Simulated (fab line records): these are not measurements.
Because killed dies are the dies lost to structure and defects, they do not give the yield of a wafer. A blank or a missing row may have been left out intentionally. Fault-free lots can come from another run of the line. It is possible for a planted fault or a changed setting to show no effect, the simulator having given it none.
Code-filled problem report in 8D (eight disciplines) form || flow n5-finfet || the parts of the form that need people (team, actions taken, sign-off) are left out

## 1. THE PROBLEM
Mean of mfc-cl2-sccm at N5_MIM_TOP_ETCH_ETCH_00: 36.54 sccm across 6 wafers in 2 lots; on wafers with no fault it is 53.25 sccm (standard deviation 0.16). So: -99 or more standard deviations from the usual mean.
The step: etches TiN in Cl2/BCl3, target depth 38.5 nm.
Earliest sighting: wafer L993.1 on rie-metal-03 at day 14 19:43. At this step, 30 wafers from 10 lots have a number in the record. Rule for "out", or "out of limits": more than 4 standard deviations from the usual mean. The rest of the wafers with a number are treated as sound.

## 2. WHAT THIS IS AND IS NOT
{"question": "which readings at this step", "is": "mfc-cl2-sccm, throttle-valve-pct", "is not": "bcl3-flow-sccm, chamber-pressure-mTorr, drypump-motor-current-A, oes_ar_750_au, oes-product-au"}
{"question": "which lots", "is": "L993, L996", "is not": "L100, L102, L106, L107, L108, L109, L111, L989"}
{"question": "which wafers of those lots", "is": "all that have a number", "is not": "-"}
{"question": "read on which tools", "is": "rie-metal-03", "is not": "rie-metal-02"}
{"question": "when", "is": "from day 14 19:43", "is not": "up to then (3 sound wafers); but 21 sound wafers of L100, L102, L106, L107, L108, L109, L111 came after"}

## 3. THE SUSPECTS, EACH WITH WHAT RULES IT OUT
Counting: a tool at any process step up to the reading remains a suspect when it ran all the lots that are out and ran no sound lot after the first of those.
- pvd-sputter-02 at N5_MIM_TOP_DEGAS_04 (time 60 s): ruled out as a lasting fault. The sound lots L107, L106, L108 went through it after L993, its earliest lot that is out (day 14 18:31).
- rie-metal-03 at N5_MIM_TOP_ETCH_ETCH_00 (etches TiN in Cl2/BCl3, target depth 38.5 nm): ruled out as a lasting fault. The sound lots L106 went through it after L993, its earliest lot that is out (day 14 19:43).
Left after counting: nothing in the record.

## 4. THE CAUSE (what the simulator had put in)
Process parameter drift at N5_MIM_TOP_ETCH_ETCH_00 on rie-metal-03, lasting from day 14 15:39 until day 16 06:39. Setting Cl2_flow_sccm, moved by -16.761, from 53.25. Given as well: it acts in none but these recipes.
Counting ruled it out, wrongly.

## 5. THE CHAIN OF EFFECTS, in route order
Rows list readings where the struck wafers' mean (over those with a number) sits beyond 3 standard deviations from the usual. Only readings whose record carries a usual standard deviation are examined. hours: median over the lots of the time between each lot's start at the first step of this table that gives one and its start at this step. sigmas: the change, counted in usual standard deviations.
{"hours": 0, "step": "N5_MIM_TOP_ETCH_ETCH_00", "reading": "mfc-cl2-sccm", "usual": "53.25 sccm", "on struck wafers": 36.54, "change": -16.71, "sigmas": "-99 or more"}
{"hours": 0, "step": "N5_MIM_TOP_ETCH_ETCH_00", "reading": "throttle-valve-pct", "usual": "22.77 %", "on struck wafers": 20.91, "change": -1.86, "sigmas": -8.5}
Here are the process steps it includes:
- N5_MIM_TOP_ETCH_ETCH_00: etches TiN in Cl2/BCl3, target depth 38.5 nm.

## 6. WHAT WOULD HAVE CAUGHT IT SOONER
The fault began at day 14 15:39; the first out-of-limits reading in this record came at day 14 19:43, 4 hours later.
